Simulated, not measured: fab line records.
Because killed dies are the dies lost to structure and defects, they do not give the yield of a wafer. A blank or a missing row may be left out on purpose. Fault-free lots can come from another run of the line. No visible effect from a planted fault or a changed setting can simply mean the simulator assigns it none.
fab line records ; flow nandHarc ; part 2 of 2: steps 22 to 28 of 28
[record] lots = 5; wafers = 15; lastDay = 24
route steps=1159 shown A_CONTACT@912
lots untouched by any fault: they come from a run of this same line in which no faults occurred
startH: start of the lot's first displayed wafer, in hours after the record's first day ; waitH: hours since the lot's step before ; " identical to the entry in the row above ; L1.1+2: a row that stands for several wafers ; - no value present, or no start provided ; * or withheld: withheld ; < > ~ a bound
route shown NAME@n: names a module that has steps shown in the file, with the first one's number in the route ; usual: mean and standard deviation over wafers with no fault ; same: alike in all rows ; chamber/n: place in a boat ; sites: readings site by site ; _std_site: the standard deviation of these ; _edge_site: the outer-site mean with the inner-site mean subtracted ; radiusMm: how far each site lies from the wafer's centre ; mask NAME#n: copy n ; behind: the last tool/chamber to shape the wafer ; hold: what put the lot on hold/how long, in hours/how the hold closed ; device: names the non-switching transistor (n, p or np) ; end of line: the tests these same wafers got at the end of their route ; a step given without rows: its recipe and nothing more ; killed: at the first sort, the dies lost to defects and structure; wafer yield is something else ; map: a wafer's dies, marking killed ones x, the rest . and places with no die _
set.NAME: setting as actually run; set.NAME@STEP: the setting as run at that earlier step ; model.NAME: the simulator's own value behind a step, which no gauge read
certain route steps with their lots: each step a table, each wafer a row
services: a tool's chamber out of use, with start hour (startH, from the record's first day; less than 0 if before it), hours out, and reason
[[steps]]
[step NHARC_A_CONTACT_PEB_06]
[recipe] pebTempC = 100; pebTimeS = 65
[usual] heaterPowerTotalW = 156.6/0.41; resistLineTempC = 23.00/0.11
lot.wafer;tool;chamber;startH;waitH;heaterPowerTotalW;resistLineTempC
L074.2;lithoTrack-01;0;381.81;0.1;156.3;23.03
L074.3;lithoTrack-01;0;381.81;0.1;155.9;22.85
L074.6;lithoTrack-01;0;381.81;0.1;157.0;22.94
L082.2;lithoTrack-06;0;437.26;0.1;156.7;23.00
L082.4;lithoTrack-06;0;437.26;0.1;157.1;23.37
L082.5;lithoTrack-06;0;437.26;0.1;155.9;23.19
L087.1;lithoTrack-04;0;457.65;0.1;157.0;23.18
L087.2;lithoTrack-04;0;457.65;0.1;156.3;23.09
L087.3;lithoTrack-04;0;457.65;0.1;156.4;23.12
L089.2;lithoTrack-04;0;470.28;0.1;156.0;22.99
L089.3;lithoTrack-04;0;470.28;0.1;156.7;22.92
L089.4;lithoTrack-04;0;470.28;0.1;156.6;23.05
L097.4;lithoTrack-06;0;528.47;0.0;156.9;23.13
L097.5;lithoTrack-06;0;528.47;0.0;156.9;23.04
L097.6;lithoTrack-06;0;528.47;0.0;157.1;23.09
[step NHARC_A_CONTACT_DEVELOP_07]
[recipe] developTimeS = 35; devTempC = 23
[usual] developerTempC = 23.02/0.11; resistLineTempC = 22.99/0.11
lot.wafer;tool;chamber;startH;waitH;developerTempC;resistLineTempC
L074.2;lithoTrack-01;0;-;-;23.13;23.18
L074.3;lithoTrack-01;0;-;-;22.92;22.94
L074.6;lithoTrack-01;0;-;-;23.06;22.88
L082.2;lithoTrack-06;0;-;-;23.18;22.96
L082.4;lithoTrack-06;0;-;-;23.21;23.09
L082.5;lithoTrack-06;0;-;-;23.24;23.06
L087.1;lithoTrack-04;0;-;-;22.84;23.12
L087.2;lithoTrack-04;0;-;-;22.81;23.02
L087.3;lithoTrack-04;0;-;-;23.06;22.97
L089.2;lithoTrack-04;0;-;-;23.03;22.98
L089.3;lithoTrack-04;0;-;-;23.07;22.91
L089.4;lithoTrack-04;0;-;-;23.05;22.72
L097.4;lithoTrack-06;0;-;-;22.88;23.00
L097.5;lithoTrack-06;0;-;-;23.06;22.95
L097.6;lithoTrack-06;0;-;-;23.03;23.12
[step NHARC_A_CONTACT_CD_MEAS_08]
[recipe] targetCdNm = 100; landingEnergyEv = 500
[usual] cdNm = 100.1/0.61
lot.wafer;tool;chamber;startH;waitH;cdNm
L074.2;cdSem-01;0;381.89;-;99.6
L074.3;cdSem-01;0;381.89;-;99.1
L074.6;cdSem-01;0;381.89;-;99.1
L082.2;cdSem-01;0;437.34;-;101.1
L082.4;cdSem-01;0;437.34;-;101.2
L082.5;cdSem-01;0;437.34;-;100.2
L087.1;cdSem-03;0;457.73;-;99.7
L087.2;cdSem-03;0;457.73;-;100.6
L087.3;cdSem-03;0;457.73;-;100.6
L089.2;cdSem-02;0;470.36;-;100.6
L089.3;cdSem-02;0;470.36;-;100.0
L089.4;cdSem-02;0;470.36;-;100.1
L097.4;cdSem-03;0;528.56;-;99.5
L097.5;cdSem-03;0;528.56;-;100.1
L097.6;cdSem-03;0;528.56;-;100.1
[step NHARC_A_CONTACT_OVL_MEAS_09]
[usual] overlayXNm = 0.1/0.79; overlayYNm = 0.2/1
lot.wafer;tool;chamber;startH;waitH;overlayXNm;overlayYNm
L074.2;overlay-02;-;381.97;-;0.3;2.3
L074.3;overlay-02;-;381.97;-;0.7;2.0
L074.6;overlay-02;-;381.97;-;0.4;1.8
L082.2;overlay-02;-;437.43;-;-0.2;2.2
L082.4;overlay-02;-;437.43;-;0.1;1.5
L082.5;overlay-02;-;437.43;-;-0.2;1.6
L087.1;overlay-02;-;457.81;-;-0.4;-1.5
L087.2;overlay-02;-;457.81;-;0.0;-1.5
L087.3;overlay-02;-;457.81;-;-0.2;-1.1
L089.2;overlay-01;-;470.45;-;0.9;1.0
L089.3;overlay-01;-;470.45;-;1.0;0.9
L089.4;overlay-01;-;470.45;-;1.3;1.1
L097.4;overlay-01;-;528.64;-;-0.6;-0.9
L097.5;overlay-01;-;528.64;-;-0.7;-0.4
L097.6;overlay-01;-;528.64;-;-0.2;-0.7
[step NHARC_A_CONTACT_INSPECT_10]
[usual] rawDefectCount = 29/12
lot.wafer;tool;chamber;startH;waitH;rawDefectCount
L074.2;defectInspect-01;-;382.01;0.0;23
L074.3;defectInspect-01;-;382.01;0.0;30
L074.6;defectInspect-01;-;382.01;0.0;25
L082.2;defectInspect-01;-;437.46;0.0;17
L082.4;defectInspect-01;-;437.46;0.0;27
L082.5;defectInspect-01;-;437.46;0.0;24
L087.1;defectInspect-01;-;457.85;0.0;12
L087.2;defectInspect-01;-;457.85;0.0;16
L087.3;defectInspect-01;-;457.85;0.0;19
L089.2;defectInspect-01;-;470.48;0.0;16
L089.3;defectInspect-01;-;470.48;0.0;13
L089.4;defectInspect-01;-;470.48;0.0;7
L097.4;defectInspect-01;-;528.67;0.0;42
L097.5;defectInspect-01;-;528.67;0.0;22
L097.6;defectInspect-01;-;528.67;0.0;25
[step NHARC_A_CONTACT_DESCUM_13]
[recipe] timeS = 3; o2FlowSccm = 200; arFlowSccm = 0; biasPowerW = 0; chemistry = O2
[usual] drypumpMotorCurrentA = 5.8/0.47; mfcArSccm = 0.010/0.012; oesProductAu = 1.001/0.0081; rfVppV = 57.9/0.8; showerheadPlenumPTorr = 1.95/0.074; throttleValvePct = 11.311/0.01
lot.wafer;tool;chamber;startH;waitH;drypumpMotorCurrentA;mfcArSccm;oesProductAu;rfHoursCounterH;rfVppV;showerheadPlenumPTorr;throttleValvePct
L074.2;rieDiel-13;1;382.10;0.1;5.7;0.011;0.992;34;58.0;2.04;11.301
L074.3;rieDiel-13;3;382.10;0.1;5.4;0.039;1.007;32;58.7;1.89;11.308
L074.6;rieDiel-13;1;382.10;0.1;5.7;0.011;1.002;-;59.0;2.04;11.312
L082.4;rieDiel-13;1;437.55;0.1;5.7;0.011;1.002;56;57.1;2.04;11.300
L082.2;rieDiel-13;0;437.55;0.1;5.9;0;1.000;56;58.1;1.94;11.311
L082.5;rieDiel-13;1;437.55;0.1;5.7;0.011;0.994;-;58.1;2.04;11.334
L087.3;rieDiel-12;2;457.93;0.1;6.3;0;1.008;14;59.9;2.04;11.301
L087.2;rieDiel-12;3;457.93;0.1;5.2;0;0.998;14;59.5;2.00;11.311
L087.1;rieDiel-12;0;457.93;0.1;5.4;0.026;1.014;12;57.1;1.89;11.322
L089.3;rieDiel-12;0;470.55;0.1;5.4;0.026;1.011;14;57.5;1.89;11.302
L089.2;rieDiel-12;1;470.55;0.1;6.2;0.022;0.995;14;57.3;1.98;11.311
L089.4;rieDiel-12;2;470.55;0.1;6.3;0;1.001;15;58.0;2.04;11.316
L097.5;rieDiel-09;3;528.77;0.1;5.3;0.008;1.003;-;56.9;1.94;11.310
L097.4;rieDiel-09;1;528.77;0.1;6.8;0;0.999;-;57.3;1.87;11.324
L097.6;rieDiel-09;2;528.77;0.1;5.3;0;1.005;-;58.3;1.96;11.320
[step NHARC_A_CONTACT_ETCH_88]
[recipe] targetDepthA = 390; overEtchFrac = 0.3; timeS = 65; ionEnergyEv = 80; cf4FlowSccm = 150; arFlowSccm = 0; rfW = 300; biasW = 100; chemistry = CF4
[usual] cf4FlowSccm = 149.9/0.43; drypumpMotorCurrentA = 5.8/0.48; mfcArSccm = 0.010/0.013; oesProductAu = 1.001/0.0086; rfVppV = 151.6/1.3; showerheadPlenumPTorr = 1.79/0.063; throttleValvePct = 13.284/0.0081
lot.wafer;tool;chamber;startH;waitH;cf4FlowSccm;drypumpMotorCurrentA;mfcArSccm;oesProductAu;rfHoursCounterH;rfVppV;showerheadPlenumPTorr;throttleValvePct
L074.2;rieDiel-13;2;382.19;0.1;149.8;6.3;0;0.999;33;152.5;1.69;13.286
L074.3;rieDiel-13;0;382.19;0.1;150.1;5.9;0;0.998;34;150.9;1.80;13.282
L074.6;rieDiel-13;1;382.19;0.1;150.3;5.7;0.011;0.995;-;151.8;1.88;13.277
L082.2;rieDiel-13;2;437.67;0.1;149.9;6.3;0;1.001;53;150.0;1.68;13.275
L082.4;rieDiel-13;1;437.67;0.1;150.5;5.7;0.011;1.005;56;153.4;1.87;13.270
L082.5;rieDiel-13;3;437.67;0.1;149.8;5.4;0.039;0.999;-;151.0;1.74;13.291
L087.3;rieDiel-12;2;458.01;0.1;149.4;6.3;0;1.003;14;152.8;1.87;13.272
L087.2;rieDiel-12;3;458.01;0.1;149.5;5.2;0;1.002;14;152.1;1.84;13.292
L087.1;rieDiel-12;0;458.01;0.1;149.7;5.3;0.026;1.004;12;151.5;1.74;13.287
L089.4;rieDiel-12;3;470.63;0.1;149.7;5.3;0;1.002;15;152.4;1.84;13.278
L089.3;rieDiel-12;0;470.63;0.1;150.5;5.4;0.026;1.014;14;150.7;1.74;13.295
L089.2;rieDiel-12;1;470.63;0.1;150.4;6.2;0.022;1.006;14;152.2;1.82;13.281
L097.5;rieDiel-09;2;528.86;0.1;149.7;5.4;0;1.002;-;150.1;1.81;13.283
L097.6;rieDiel-09;3;528.86;0.1;149.9;5.3;0.008;0.990;-;150.7;1.79;13.282
L097.4;rieDiel-09;1;528.86;0.1;150.0;6.8;0;0.993;-;151.6;1.74;13.303
[[services]]
tool;chamber;startH;hours;kind
rieDiel-12;0;358.94;-;clean
rieDiel-12;1;358.94;-;clean
rieDiel-12;2;358.94;-;clean
rieDiel-12;3;358.94;-;clean
rieDiel-12;0;379.40;9.0;ventCycle
rieDiel-12;2;379.40;9.0;ventCycle
rieDiel-12;-;388.69;0.5;repair
aclDep-03;-;407.81;13.0;pm
harCapEtch-03;-;416.17;0.5;repair
arfiScanner-02;-;428.00;4.0;pm
rieDiel-09;-;431.16;9.0;pm
arfiScanner-01;-;441.42;2.6;repair
lithoTrack-01;-;443.00;7.0;pm
rieDiel-13;-;453.36;9.0;pm
rieDiel-09;0;458.56;6.1;repair
lithoTrack-06;-;467.00;7.0;pm
pecvd-03;-;473.39;13.0;pm
arfiScanner-02;-;481.43;0.6;repair
arfiScanner-03;-;484.00;4.0;pm
arfiScanner-01;-;484.77;4.0;pm
lithoTrack-04;-;491.00;7.0;pm
wetBench-04;-;515.20;8.0;pm
pecvd-02;-;515.59;13.0;pm
rieDiel-09;0;526.62;12.5;repair
